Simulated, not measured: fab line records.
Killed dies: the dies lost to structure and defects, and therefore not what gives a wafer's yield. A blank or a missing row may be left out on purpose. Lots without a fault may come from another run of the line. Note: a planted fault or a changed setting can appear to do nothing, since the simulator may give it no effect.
Chamber matching	flow n5-finfet	N5_FIN_SAQP_STRIP_77 on rie-diel-06 has 4 sister chambers
The step strips in N2/H2, time 90 s. 4 wafers are shown with their chamber, then 7 later ones without.

EACH WAFER AND ITS CHAMBER
wafer	chamber	oes-product-au (a.u.)
L076.5	1	0.90
L085.3	3	0.73
L087.1	0	0.71
L087.2	2	0.70

WAFERS WHOSE CHAMBER IS MISSING
wafer	oes-product-au (a.u.)
L087.5	0.72
L095.2	0.72
L095.3	0.84
L095.6	0.71
L096.1	0.71
L096.2	0.83
L096.4	0.72

WHICH CHAMBER EACH ONE RAN IN
wafer	from the rows above	in truth
L087.5	can't be placed: 0 or 3 or 2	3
L095.2	can't be placed: 0 or 3 or 2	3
L095.3	can't be placed: 1 or 3 or 0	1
L095.6	can't be placed: 0 or 2 or 3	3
L096.1	can't be placed: 0 or 2 or 3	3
L096.2	can't be placed: 1 or 3 or 0 or 2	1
L096.4	can't be placed: 0 or 3 or 2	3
0 of 7 placed correctly. These rows do not allow placing 7 (true chamber among the candidates in 7). Number placed wrongly: 0.
How it was worked out, from the rows above alone: a wafer's distance from a chamber is the root of the sum, over the readings, of the square of ((its reading less the chamber's mean) divided by the reading's scatter). The wafer belongs to the nearest chamber; if the next one is less than 2 further off, it can't be placed. A chamber's mean is the mean of its shown wafers. The scatter: root of mean squared gap, hidden wafer to nearest shown wafer, with one shown wafer a chamber.
